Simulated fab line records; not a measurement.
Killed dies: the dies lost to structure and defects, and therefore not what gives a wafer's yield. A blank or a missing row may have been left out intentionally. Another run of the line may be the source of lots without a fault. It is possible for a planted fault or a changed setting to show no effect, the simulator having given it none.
Which tool is to blame?	flow nand-harc	72 wafers from 24 lots sampled at 3 of the route's 1159 steps

WHAT EACH GAUGE READ, for each wafer
NHARC_P_M0_CD_MEAS_09: the cd target is 90 nm.
lot	measured	on	cd-nm (nm)
L074	day 5 15:32	cd-sem-03	90.1 89.3 89.1
L075	day 6 03:47	cd-sem-03	88.7 89.3 88.6
L076	day 6 10:33	cd-sem-02	89.1 89.5 88.9
L077	day 6 16:13	cd-sem-01	90.1 90.4 90.3
L078	day 6 19:34	cd-sem-01	89.1 91.3 89.0
L079	day 7 00:28	cd-sem-02	88.5 89.9 87.9
L080	day 7 09:44	cd-sem-03	88.7 89.8 89.2
L082	day 7 19:38	cd-sem-03	89.5 89.4 88.4
L081	day 7 20:02	cd-sem-03	88.6 89.6 89.8
L083	day 7 20:56	cd-sem-03	90.5 91.0 90.2
L085	day 8 07:37	cd-sem-03	89.7 90.2 90.2
L084	day 8 08:32	cd-sem-01	91.0 88.5 90.4
L087	day 8 21:41	cd-sem-03	89.5 88.4 90.5
L086	day 8 22:12	cd-sem-01	90.6 89.9 90.8
L088	day 9 04:46	cd-sem-03	90.4 90.7 89.0
L090	day 9 11:28	cd-sem-01	90.1 89.8 89.8
L089	day 10 01:16	cd-sem-01	89.0 90.3 90.2
L092	day 10 02:26	cd-sem-02	91.0 91.0 91.3
L091	day 10 04:28	cd-sem-03	89.9 91.7 90.3
L093	day 10 13:18	cd-sem-03	89.5 90.4 89.0
L094	day 10 16:53	cd-sem-02	88.8 90.8 89.0
L095	day 11 02:17	cd-sem-01	90.5 91.1 89.2
L096	day 11 07:32	cd-sem-02	88.5 87.8 88.9
L097	day 11 08:26	cd-sem-02	88.3 88.0 89.3

WHAT TOOL EACH LOT RAN ON (gives the tool, then ch and the chambers of the sampled wafers, and finally the start)
lot	NHARC_P_CONTACT_ETCH_36	NHARC_P_CONTACT_PVD_32
L074	rie-diel-04 ch 1,2, day 5 15:32 or earlier	pvd-sputter-01, day 5 15:32 or earlier
L075	rie-diel-01 ch 0,1,2, day 6 03:47 or earlier	pvd-sputter-03, day 6 03:47 or earlier
L076	rie-diel-04 ch 1,2,3, day 6 10:33 or earlier	pvd-sputter-01, day 6 10:33 or earlier
L077	rie-diel-05 ch 0,2,3, day 6 16:13 or earlier	pvd-sputter-01, day 6 16:13 or earlier
L078	rie-diel-04 ch 0,2,3, day 6 19:34 or earlier	pvd-sputter-02, day 6 19:34 or earlier
L079	rie-diel-04 ch 2,3, day 7 00:28 or earlier	pvd-sputter-03, day 7 00:28 or earlier
L080	rie-diel-04 ch 0,1,2, day 7 09:44 or earlier	pvd-sputter-03, day 7 09:44 or earlier
L082	rie-diel-01 ch 1,2,3, day 7 19:38 or earlier	pvd-sputter-01, day 7 19:38 or earlier
L081	rie-diel-05 ch 1,3, day 7 20:02 or earlier	pvd-sputter-03, day 7 20:02 or earlier
L083	rie-diel-01 ch 1,3, day 7 20:56 or earlier	pvd-sputter-03, day 7 20:56 or earlier
L085	rie-diel-04 ch 0,1,3, day 8 07:37 or earlier	pvd-sputter-01, day 8 07:37 or earlier
L084	rie-diel-01 ch 0,1, day 8 08:32 or earlier	pvd-sputter-01, day 8 08:32 or earlier
L087	rie-diel-04 ch 0,1,3, day 8 21:41 or earlier	pvd-sputter-02, day 8 21:41 or earlier
L086	rie-diel-01 ch 0,1,2, day 8 22:12 or earlier	pvd-sputter-03, day 8 22:12 or earlier
L088	rie-diel-01 ch 0,1,2, day 9 04:46 or earlier	pvd-sputter-01, day 9 04:46 or earlier
L090	rie-diel-04 ch 1,2,3, day 9 11:28 or earlier	pvd-sputter-03, day 9 11:28 or earlier
L089	rie-diel-04 ch 0,2,3, day 10 01:16 or earlier	pvd-sputter-01, day 10 01:16 or earlier
L092	rie-diel-04 ch 0,1,2, day 10 02:26 or earlier	pvd-sputter-02, day 10 02:26 or earlier
L091	rie-diel-04 ch 1,2,3, day 10 04:28 or earlier	pvd-sputter-03, day 10 04:28 or earlier
L093	rie-diel-04 ch 0,1, day 10 13:18 or earlier	pvd-sputter-03, day 10 13:18 or earlier
L094	rie-diel-04 ch 0,1,2, day 10 16:53 or earlier	pvd-sputter-01, day 10 16:53 or earlier
L095	rie-diel-01 ch 0,1,2, day 11 02:17 or earlier	pvd-sputter-01, day 11 02:17 or earlier
L096	rie-diel-04 ch 0,1,2, day 11 07:32 or earlier	pvd-sputter-01, day 11 07:32 or earlier
L097	rie-diel-01 ch 1,2, day 11 08:26 or earlier	pvd-sputter-03, day 11 08:26 or earlier
- NHARC_P_CONTACT_ETCH_36: etches the open film in N2/H2, target depth 260 nm, time 406.25 s.
- NHARC_P_CONTACT_PVD_32: deposits Ti, target thk 5 nm, time 17.7 s.

AS READ BY THE TOOLS THEMSELVES (means over the sampled wafers that have a number; for cases with no such wafer, the mark the record gives instead)
NHARC_P_CONTACT_ETCH_36.
lot	tool	drypump-motor-current-A (A)	oes-product-au (a.u.)	rf-vpp-V (V)	showerhead-plenum-p-Torr (Torr)	throttle-valve-pct (%)
L074	rie-diel-04	5.6	0.995	432.2	2.08	14.185
L075	rie-diel-01	5.5	0.999	432.3	2.09	14.171
L076	rie-diel-04	5.6	0.993	431.9	2.08	14.172
L077	rie-diel-05	5.7	0.994	429.5	1.99	14.174
L078	rie-diel-04	5.8	0.998	432.7	2.12	14.180
L079	rie-diel-04	5.7	0.990	431.7	2.08	14.171
L080	rie-diel-04	5.8	0.998	432.0	2.12	14.166
L082	rie-diel-01	5.3	0.993	430.3	2.04	14.176
L081	rie-diel-05	6.0	0.999	431.0	2.04	14.171
L083	rie-diel-01	5.2	0.986	429.1	2.01	14.177
L085	rie-diel-04	5.9	0.990	432.8	2.12	14.173
L084	rie-diel-01	5.6	0.997	431.7	2.11	14.170
L087	rie-diel-04	5.9	0.996	433.1	2.12	14.174
L086	rie-diel-01	5.5	0.995	432.1	2.09	14.179
L088	rie-diel-01	5.5	0.993	432.1	2.09	14.176
L090	rie-diel-04	5.6	0.993	431.5	2.08	14.171
L089	rie-diel-04	5.8	0.993	433.1	2.12	14.169
L092	rie-diel-04	5.8	0.997	433.0	2.12	14.177
L091	rie-diel-04	5.6	0.980	431.2	2.08	14.171
L093	rie-diel-04	5.9	0.996	432.9	2.12	14.171
L094	rie-diel-04	5.7	0.995	432.6	2.12	14.161
L095	rie-diel-01	5.5	1.008	431.1	2.09	14.170
L096	rie-diel-04	5.8	0.993	432.3	2.12	14.167
L097	rie-diel-01	5.6	1.010	432.0	2.08	14.172

NHARC_P_CONTACT_PVD_32.
lot	tool	throttle-valve-pct (%)
L074	pvd-sputter-01	30.3
L075	pvd-sputter-03	29.4
L076	pvd-sputter-01	30.1
L077	pvd-sputter-01	30.0
L078	pvd-sputter-02	30.2
L079	pvd-sputter-03	29.7
L080	pvd-sputter-03	29.7
L082	pvd-sputter-01	30.0
L081	pvd-sputter-03	29.2
L083	pvd-sputter-03	30.1
L085	pvd-sputter-01	30.2
L084	pvd-sputter-01	30.5
L087	pvd-sputter-02	30.2
L086	pvd-sputter-03	30.1
L088	pvd-sputter-01	30.0
L090	pvd-sputter-03	30.4
L089	pvd-sputter-01	30.5
L092	pvd-sputter-02	29.9
L091	pvd-sputter-03	29.6
L093	pvd-sputter-03	28.9
L094	pvd-sputter-01	30.4
L095	pvd-sputter-01	30.0
L096	pvd-sputter-01	30.5
L097	pvd-sputter-03	29.8

THE ANSWER, worked out from the rows above alone
Rule: what is usual is taken from the lots themselves. Put in order of their means at a reading, lots are off if they are a third of the lots or fewer, leave a main group of 4 or more, and stand apart from it by a gap of 3 or more times the standard deviation of the main group's means; of several such gaps the widest counts. A main group is skipped when, at the precision printed for the reading in the tables above, its means are all equal. A lot without any number at a reading at which 4 lots or more have one is off too. All remaining lots with rows at the step are treated as sound. After the gauges, taken in route order, come the tools' own readings; for these a lot's mean is taken, as printed above. At the first step where some lot is off, the reading lying furthest off is the one used; lots without a number count as furthest.
Nothing can be told from this: no lot is off at any reading shown.

WHAT THE SIMULATOR PUT IN
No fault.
